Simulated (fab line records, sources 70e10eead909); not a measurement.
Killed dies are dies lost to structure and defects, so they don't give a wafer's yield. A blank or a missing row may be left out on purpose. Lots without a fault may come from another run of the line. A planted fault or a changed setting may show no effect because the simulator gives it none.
Chamber matching | flow nand_harc | NHARC_P_M0_PRE_CLEAN_31 on pecvd-04: 3 sister chambers
The step time 12 s. 27 wafers are shown with their chamber, then 12 later ones without.

WAFERS WITH THEIR CHAMBER
wafer  | chamber | heater_power_w (W) | rf_fwd_power_W (W)
L075.1 | 0       | 691                | 291.9
L075.4 | 2       | 586                | 291.8
L075.6 | 0       | 682                | 293.2
L077.1 | 0       | 639                | 293.9
L077.2 | 1       | 646                | 293.1
L077.3 | 2       | 619                | 292.6
L079.2 | 1       | 645                | 293.2
L079.5 | 0       | 592                | 293.0
L079.6 | 2       | 628                | 291.6
L080.1 | 1       | 753                | 293.2
L080.2 | 2       | 624                | 292.4
L080.4 | 0       | 587                | 290.8
L081.1 | 1       | 664                | 291.3
L081.3 | 2       | 542                | 293.4
L081.5 | 0       | 645                | 290.5
L083.1 | 1       | 705                | 292.5
L083.2 | 0       | 647                | 293.8
L083.4 | 1       | 724                | 292.2
L086.1 | 0       | 648                | 293.3
L086.2 | 2       | 595                | 292.4
L086.5 | 2       | 588                | 294.3
L088.3 | 1       | 626                | 293.9
L088.5 | 1       | 640                | 293.8
L088.6 | 0       | 617                | 292.1
L089.2 | 2       | 572                | 292.7
L089.4 | 1       | 764                | 292.5
L089.5 | 0       | 594                | 293.4

SIGNATURES (means of the wafers above)
reading        | chamber 0 | chamber 1 | chamber 2 | scatter within a chamber
heater_power_w | 634.20    | 685.22    | 594.25    | 40.7
rf_fwd_power_W | 292.590   | 292.856   | 292.650   | 0.996
Rule: a wafer's distance from a chamber is the root of the sum, over the readings, of the square of ((its reading less the chamber's mean) divided by the reading's scatter). The wafer belongs to the nearest chamber; if the next one is less than 2 further off, it can't be placed. The scatter: the root of (the sum of the squares of (reading less its chamber's mean) over the shown wafers, divided by (wafers less chambers)).

WAFERS WITHOUT THEIR CHAMBER
wafer  | heater_power_w (W) | rf_fwd_power_W (W)
L092.1 | 618                | 292.3
L092.4 | 622                | 293.7
L092.6 | 673                | 292.8
L094.1 | 568                | 292.7
L094.3 | 552                | 291.2
L094.6 | 547                | 293.7
L095.3 | 755                | 292.5
L095.4 | 649                | 292.8
L095.5 | 764                | 293.1
L097.3 | 561                | 292.2
L097.4 | 574                | 291.9
L097.6 | 556                | 292.1

WHICH CHAMBER EACH WENT THROUGH
wafer  | from the rows above          | in truth
L092.1 | can't be placed: 0 or 2 or 1 | 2
L092.4 | can't be placed: 0 or 2 or 1 | 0
L092.6 | can't be placed: 1 or 0 or 2 | 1
L094.1 | can't be placed: 2 or 0      | 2
L094.3 | can't be placed: 2 or 0 or 1 | 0
L094.6 | can't be placed: 2 or 0 or 1 | 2
L095.3 | can't be placed: 1 or 0      | 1
L095.4 | can't be placed: 0 or 1 or 2 | 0
L095.5 | can't be placed: 1 or 0      | 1
L097.3 | can't be placed: 2 or 0      | 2
L097.4 | can't be placed: 2 or 0 or 1 | 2
L097.6 | can't be placed: 2 or 0      | 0
Placed correctly: 0 of 12. Can't be placed from these rows: 12 (the true chamber is among the candidates in 12). Placed wrongly: 0.
